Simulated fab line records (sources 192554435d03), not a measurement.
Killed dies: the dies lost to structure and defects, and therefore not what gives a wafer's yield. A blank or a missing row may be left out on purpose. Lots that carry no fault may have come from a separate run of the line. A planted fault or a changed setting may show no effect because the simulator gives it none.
fab line records ; flow n5_finfet
[record] lots = 4; wafers = 12; last_day = 16
route steps=1938 shown FIN_SAQP@149 FIN_CUT@154 BEOL_M4@1111
lots that met no fault: from a run of the same line without faults
start_h: hours from the record's opening day to when the first of the lot's shown wafers began ; wait_h: time in hours since the lot's previous step ; " the same as in the row above ; L1.1+2: several wafers, shown together as one row ; - either no value or no given start ; * or withheld: withheld ; < > ~ a bound
route shown NAME@n: names a module that has steps shown in the file, with the first one's number in the route ; usual: mean/standard deviation of fault-free wafers ; same: alike in all rows ; chamber/n: place in a boat ; sites: readings site by site ; _std_site: how widely they spread, as a standard deviation ; _edge_site: mean of outer sites minus mean of inner sites ; radius_mm: for every site, how far away it sits from the centre of the wafer ; mask NAME#n: copy n ; behind: the tool/chamber that last shaped the wafer ; hold: reason for holding the lot/hours on hold/outcome of the hold ; device: whichever transistor did not switch (one of n, p or np) ; end of line: the route-end tests of the same wafers ; a step given without rows: its recipe and nothing more ; killed: at the first sort, the dies lost to defects and structure; wafer yield is something else ; map: the dies of a wafer, with x for killed, . for not killed, _ for no die there
set.NAME: the setting as run; set.NAME@STEP: as run at that earlier step ; model.NAME: the simulator's own value behind a step, which no gauge read
lots at selected steps of the route; one table per step, one row per wafer
services: a tool's chamber out of use, with start hour (start_h, from the record's first day; less than 0 if before it), hours out, and reason
[[steps]]
[step N5_FIN_SAQP_PRECLEAN_38]
[recipe] chemistry = O3/DIW; time_s = 45; temp_c = 22; o3_ppm = 10
[step N5_FIN_SAQP_PRECLEAN_45]
[recipe] chemistry = dHF; time_s = 10; dilution = 500:1; temp_c = 25
[step N5_FIN_SAQP_SRD_39]
[recipe] dry = ipa_marangoni; time_s = 30; temp_c = 23; rinse_liquid = diw
[step N5_FIN_CUT_COAT_18]
[recipe] resist = SOC; temp_c = 250; time_s = 60; spin_rpm = 1500; resist_thk_nm = 230
[step N5_FIN_CUT_COAT_19]
[recipe] resist = SiARC; temp_c = 220; time_s = 60; spin_rpm = 1500; resist_thk_nm = 20
[step N5_FIN_CUT_COAT_29]
[recipe] resist = underlayer; temp_c = 205; time_s = 60; spin_rpm = 1500; resist_thk_nm = 10
[step N5_FIN_CUT_COAT_02]
[recipe] resist = CAR-EUV; spin_rpm = 1500; resist_thk_nm = 30
[step N5_FIN_CUT_EBR_04]
[recipe] solvent = PGMEA; ebr_width_mm = 1.5
[step N5_FIN_CUT_SOFTBAKE_03]
[recipe] temp_c = 110; time_s = 60; resist = CAR-EUV
[step N5_FIN_CUT_EXPOSE_05]
[recipe] mask_id = FIN_CUT; na = 0.33; source_shape = annular; sigma_inner = 0.35; sigma_outer = 0.8; polarization = unpolarized; dose_mj = 45.75
[usual] exposure_dose_mJ_cm2 = 45.63/0.043; stage_msd_nm = 0.872/0.018
lot.wafer;tool;chamber;start_h;wait_h;mask;exposure_dose_mJ_cm2;stage_msd_nm
L137.3;euv_scanner-01;0;40.00;-;FIN_CUT#0;45.63;0.892
L137.5;euv_scanner-01;0;40.00;-;FIN_CUT#0;45.66;0.897
L137.6;euv_scanner-01;0;40.00;-;FIN_CUT#0;45.67;0.896
L150.1;euv_scanner-01;0;118.17;-;FIN_CUT#0;48.41;0.888
L150.2;euv_scanner-01;0;118.17;-;FIN_CUT#0;48.41;0.889
L150.5;euv_scanner-01;0;118.17;-;FIN_CUT#0;48.49;0.891
L151.1;euv_scanner-01;0;122.30;-;FIN_CUT#0;47.89;0.892
L151.2;euv_scanner-01;0;122.30;-;FIN_CUT#0;47.93;0.892
L151.3;euv_scanner-01;0;122.30;-;FIN_CUT#0;47.80;0.890
L153.1;euv_scanner-02;0;135.40;-;FIN_CUT#0;45.56;0.853
L153.3;euv_scanner-02;0;135.40;-;FIN_CUT#0;45.62;0.855
L153.6;euv_scanner-02;0;135.40;-;FIN_CUT#0;45.62;0.856
[step N5_FIN_CUT_PEB_06]
[recipe] peb_temp_c = 100; peb_time_s = 60; resist = CAR-EUV
[step N5_FIN_CUT_DEVELOP_07]
[recipe] develop_time_s = 30; developer = TMAH; resist = CAR-EUV; rinse_liquid = surfactant_rinse; dry = air_spin; dev_temp_c = 23
[step N5_FIN_CUT_CD_MEAS_08]
[recipe] target_cd_nm = 29.1; landing_energy_ev = 500; detector = se_inlens; polarity = opening
[usual] cd_nm = 29.18/0.23
lot.wafer;tool;chamber;start_h;wait_h;cd_nm
L137.3;cd_sem-02;0;40.12;-;29.18
L137.5;cd_sem-02;0;40.12;-;28.96
L137.6;cd_sem-02;0;40.12;-;29.34
L150.1;cd_sem-03;0;118.30;-;29.61
L150.2;cd_sem-03;0;118.30;-;30.66
L150.5;cd_sem-03;0;118.30;-;30.07
L151.1;cd_sem-02;0;122.44;-;29.79
L151.2;cd_sem-02;0;122.44;-;29.48
L151.3;cd_sem-02;0;122.44;-;29.73
L153.1;cd_sem-02;0;135.54;-;29.11
L153.3;cd_sem-02;0;135.54;-;29.54
L153.6;cd_sem-02;0;135.54;-;29.10
[step N5_FIN_CUT_DESCUM_13]
[recipe] chemistry = O2; time_s = 7; source_power_w = 50; bias_power_w = 20; pressure_mtorr = 20; rf_frequency_hz = 2.712e+07; temp_c = 40; resist = CAR-EUV; o2_flow_sccm = 225
[step N5_FIN_CUT_ETCH_30]
[recipe] chemistry = N2/H2; target = underlayer; target_depth_a = 130; mask_material = CAR-EUV; time_s = 10.4; ion_energy_ev = 200; pressure_mtorr = 30; source_w = 840; bias_w = 150; n2_flow_sccm = 200; h2_flow_sccm = 200; ends = cleared
[usual] bias_w = 149.9/0.42; drypump_motor_current_A = 5.5/0.43; etch_rf_on_time_s = 10.4/0.33; oes_product_au = 0.69/0.066; rf_fwd_power_W = 819.0/2.6; rf_vpp_V = 524.4/2.7; showerhead_plenum_p_Torr = 2.57/0.1; throttle_valve_pct = 17.73/0.2
lot.wafer;tool;chamber;start_h;wait_h;bias_w;drypump_motor_current_A;etch_rf_on_time_s;oes_product_au;rf_fwd_power_W;rf_hours_counter_h;rf_vpp_V;showerhead_plenum_p_Torr;throttle_valve_pct;model.FIN_CUT.cd_offset_nm
L137.3;rie_diel-02;0;40.28;0.0;150.7;5.0;10.3;0.67;820.3;126;524.0;2.53;17.61;0
L137.5;rie_diel-02;3;40.28;0.0;150.1;5.5;10.6;0.66;821.7;-;527.4;2.68;18.00;0.2
L137.6;rie_diel-02;2;40.28;0.0;149.9;5.9;10.9;0.63;820.2;-;523.9;2.53;17.85;0.2
L150.1;rie_diel-02;1;118.47;0.0;149.8;6.0;10.1;0.69;818.2;126;521.5;2.43;17.45;1
L150.2;rie_diel-02;0;118.47;0.0;150.0;5.0;10.3;0.64;816.6;150;526.1;2.52;17.65;0.8
L150.5;rie_diel-02;1;118.47;0.0;149.6;6.0;10.1;0.68;816.8;-;520.5;2.43;17.44;1.2
L151.1;rie_diel-02;1;122.60;0.0;149.9;6.0;10.0;0.69;820.5;127;520.7;2.43;17.45;0.8
L151.2;rie_diel-02;2;122.60;0.0;149.5;5.9;10.5;0.63;819.7;182;522.5;2.52;17.91;0.8
L151.3;rie_diel-02;0;122.60;0.0;150.0;5.1;10.2;0.65;814.0;151;522.0;2.52;17.65;0.6
L153.1;rie_diel-05;0;135.75;0.0;149.9;6.0;10.3;0.73;821.4;56;524.7;2.59;17.72;-0.2
L153.3;rie_diel-05;2;135.75;0.0;149.2;5.1;10.2;0.74;818.6;55;526.7;2.71;17.72;0.2
L153.6;rie_diel-05;3;135.75;0.0;149.6;5.2;10.8;0.74;817.3;-;524.9;2.62;17.92;0.2
[step N5_FIN_CUT_ETCH_20]
[recipe] chemistry = CF4; target = SiARC; target_depth_a = 260; mask_material = CAR-EUV; time_s = 43.3; ion_energy_ev = 80; pressure_mtorr = 40; source_w = 545; bias_w = 36; Ar_flow_sccm = 100; cf4_flow_sccm = 100; ends = cleared
[step N5_FIN_CUT_ETCH_21]
[recipe] chemistry = N2/H2; target = SOC; target_depth_a = 2190; overetch_a = 438; mask_material = SiARC; temp_c = 40; ion_energy_ev = 100; bias_w = 61; time_s = 523.5; pressure_mtorr = 30; source_w = 850; n2_flow_sccm = 200; h2_flow_sccm = 200
[step N5_FIN_CUT_STRIP_23]
[recipe] chemistry = N2/H2; temp_c = 40; n2_flow_sccm = 200; h2_flow_sccm = 200; rf_frequency_hz = 6e+07
[step N5_FIN_CUT_STRIP_31]
[recipe] chemistry = N2/H2; temp_c = 40; n2_flow_sccm = 200; h2_flow_sccm = 200; rf_frequency_hz = 6e+07
[step N5_FIN_CUT_STRIP_24]
[recipe] chemistry = CF4; resist = SiARC; power_w = 300; bias_power_w = 75; pressure_mtorr = 50; cf4_flow_sccm = 150; rf_frequency_hz = 6e+07
[step N5_FIN_CUT_CUT_ETCH_26]
[recipe] chemistry = CH3F/O2; target = SiNx; target_depth_a = 390; mask_material = SOC; time_s = 55.7; pressure_mtorr = 30; source_w = 395; bias_w = 73; Ar_flow_sccm = 150; CH3F_flow_sccm = 30; O2_flow_sccm = 20; ion_energy_ev = 120
[step N5_FIN_CUT_CUT_ETCH_27]
[recipe] chemistry = CHF3/O2; target = SiO2; target_depth_a = 40; mask_material = SOC; overetch_a = 20; time_s = 4.9; pressure_mtorr = 30; source_w = 650; bias_w = 170; Ar_flow_sccm = 200; CHF3_flow_sccm = 50; O2_flow_sccm = 5; ion_energy_ev = 200
[step N5_FIN_CUT_PRECLEAN_35]
[recipe] time_s = 13.3; temp_c = 45; pressure_torr = 125; p_hf_torr = 3; p_coreactant_torr = 25; chemistry = vHF
[step N5_FIN_CUT_CUT_ETCH_15]
[recipe] chemistry = HBr/Cl2/O2; target = Si; target_depth_a = 1000; bt_time_s = 10; mask_material = SOC; time_s = 42.4; ion_energy_ev = *; bias_w = *; pressure_mtorr = 10; icp_w = 800; HBr_flow_sccm = 150; Cl2_flow_sccm = 80; O2_flow_sccm = 12
[step N5_FIN_CUT_CUT_ETCH_28]
[recipe] chemistry = HBr/Cl2/O2; target = Si; target_depth_a = 60; mask_material = SOC; time_s = 2.4; ion_energy_ev = *; bias_w = *; pressure_mtorr = 10; icp_w = 800; HBr_flow_sccm = 150; Cl2_flow_sccm = 80; O2_flow_sccm = 12
[usual] bias_w = *; drypump_motor_current_A = 5.7/0.53; mfc_cl2_sccm = 80.02/0.23; oes_product_au = 0.992/0.015; rf_fwd_power_W = *; throttle_valve_pct = 37.2/0.62
lot.wafer;tool;chamber;start_h;wait_h;bias_w;drypump_motor_current_A;mfc_cl2_sccm;oes_product_au;rf_fwd_power_W;rf_hours_counter_h;throttle_valve_pct;model.FIN_CUT.cd_offset_nm
L137.3;rie_si-03;3;40.93;0.0;*;5.0;80.06;0.996;*;55;36.7;-0.8
L137.5;rie_si-03;2;40.93;0.0;*;6.6;80.15;0.961;*;-;36.4;0.2
L137.6;rie_si-03;1;40.93;0.0;*;5.6;80.23;0.972;*;-;37.5;-0.4
L150.1;rie_si-03;0;119.12;0.0;*;5.9;80.21;1.004;*;51;36.5;1.4
L150.2;rie_si-03;1;119.12;0.0;*;5.5;80.11;0.980;*;8;37.5;0
L150.5;rie_si-03;3;119.12;0.0;*;5.0;80.27;0.994;*;-;36.7;1.4
L151.1;rie_si-03;2;123.25;0.0;*;6.5;80.37;0.970;*;105;36.4;1.6
L151.2;rie_si-03;1;123.25;0.0;*;5.6;80.01;0.972;*;8;37.5;1
L151.3;rie_si-03;0;123.25;0.0;*;5.9;79.81;0.999;*;51;36.5;0.2
L153.1;rie_si-06;2;136.40;0.0;*;6.0;79.99;1.005;*;74;37.9;0.2
L153.3;rie_si-06;3;136.40;0.0;*;5.3;79.79;0.988;*;65;37.9;0
L153.6;rie_si-06;2;136.40;0.0;*;6.0;79.92;0.986;*;-;37.9;0.6
[step N5_FIN_CUT_STRIP_22]
[recipe] chemistry = N2/H2; power_w = 500; temp_c = 40; pressure_mtorr = 50; rf_frequency_hz = 6e+07; overash_fraction = 0.3; bias_power_w = 8; h2_frac = 0.5; n2_flow_sccm = 300; h2_flow_sccm = 300
[step N5_BEOL_M4_RC_MEAS_101]
[usual] DIBL_N = 36.7/2.4; DIBL_P = 37.4/2.9; IOFF_N = 0.18/0.05; IOFF_P = 0.23/0.058; ION_N = 683/16; ION_P = 467/11; SS_N = 71.7/0.77; SS_P = 73.5/0.87; VT_N = 249/4.3; VT_P = -250/4.4
lot.wafer;tool;chamber;start_h;wait_h;DIBL_N[mV/V];DIBL_P[mV/V];IOFF_N[nA/um];IOFF_P[nA/um];ION_N[uA/um];ION_P[uA/um];SS_N[mV/dec];SS_P[mV/dec];VT_N[mV];VT_P[mV]
L137.3;prober-01;0;173.56;0.3;40.5;39.3;0.25;0.24;689;462;72.2;73.7;243;-251
L137.5;prober-01;0;173.56;0.3;34.7;33.2;0.11;0.15;654;450;70.8;72.2;258;-257
L137.6;prober-01;0;173.56;0.3;41.1;41.3;0.24;0.27;692;461;72.6;74.0;247;-250
L150.1;prober-01;0;251.47;0.0;34.5;33.6;0.14;0.18;670;458;71.1;72.3;254;-251
L150.2;prober-01;0;251.47;0.0;39.5;40.5;0.26;0.28;701;471;72.4;74.9;245;-247
L150.5;prober-01;0;251.47;0.0;37.0;37.1;0.21;0.22;695;464;71.6;73.4;245;-251
L151.1;prober-01;0;258.88;0.0;39.3;40.9;0.21;0.28;704;478;72.0;73.9;249;-247
L151.2;prober-01;0;258.88;0.0;33.3;34.3;0.10;0.17;646;453;70.5;72.6;257;-253
L151.3;prober-01;0;258.88;0.0;39.0;41.1;0.20;0.28;682;467;72.2;73.9;247;-249
L153.1;prober-01;0;266.77;0.0;35.3;35.9;0.15;0.21;696;476;71.9;73.1;250;-250
L153.3;prober-01;0;266.77;0.0;35.1;34.6;0.14;0.19;664;447;70.7;73.4;251;-250
L153.6;prober-01;0;266.77;0.0;33.3;31.6;0.11;0.15;679;462;71.1;72.3;256;-257
[[services]]
tool;chamber;start_h;hours;kind
euv_scanner-02;0;19.07;-;calibration
rie_diel-05;-;24.05;28.1;pm
euv_scanner-01;-;30.36;5.8;pm
rie_diel-02;3;33.27;5.6;repair
rie_diel-02;1;40.12;7.8;repair
euv_scanner-02;-;42.08;1.0;pm
rie_diel-02;-;44.13;2.8;pm
rie_si-03;2;48.12;6.6;repair
euv_scanner-01;0;48.24;-;calibration
euv_scanner-01;-;60.84;1.0;pm
euv_scanner-01;-;64.15;4.6;pm
rie_diel-05;0;73.14;6.9;repair
euv_scanner-01;-;77.14;40.7;repair
rie_diel-02;2;79.85;2.1;repair
rie_si-03;1;96.87;2.1;repair
rie_si-03;1;103.80;9.2;repair
euv_scanner-02;-;112.27;1.0;pm
euv_scanner-02;-;116.66;2.5;repair
euv_scanner-02;-;119.16;4.6;pm
euv_scanner-01;-;123.80;1.0;pm
rie_diel-02;3;135.96;8.7;repair
[[key]]
[first_sign] step = N5_FIN_CUT_EXPOSE_05; reading = exposure_dose_mJ_cm2; direction = up; sigmas = 58; usual = 45.63; struck = 48.15
[effect] step = N5_FIN_CUT_CD_MEAS_08; reading = cd_nm; direction = up; sigmas = 3.1; usual = 29.18; struck = 29.89; through = control_loop
[model_effect] step = N5_FIN_CUT_ETCH_30; value = FIN_CUT.cd_offset_nm; without = -0.1667; struck = 0.8667
[model_effect] step = N5_FIN_CUT_CUT_ETCH_28; value = FIN_CUT.cd_offset_nm; without = -0.03333; struck = 0.9333
met_at N5_FIN_CUT_EXPOSE_05
struck_wafers L150.1,L150.2,L150.5,L151.1,L151.2,L151.3
[loop_trim] step = N5_FIN_CUT_EXPOSE_05; setting = dose; lots = L151
onset_between 40.00 118.17
[fault] kind = process_parameter_drift; tool = euv_scanner-01; chamber = -; onset_h = 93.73; steps = N5_FIN_CUT_EXPOSE_05; channel = dose_mj; offset = 2.7925; shape = step; acts_in = these_recipes_only; stated = 45.75
// loop_trim: a control loop set the setting to another value than it would have without faults
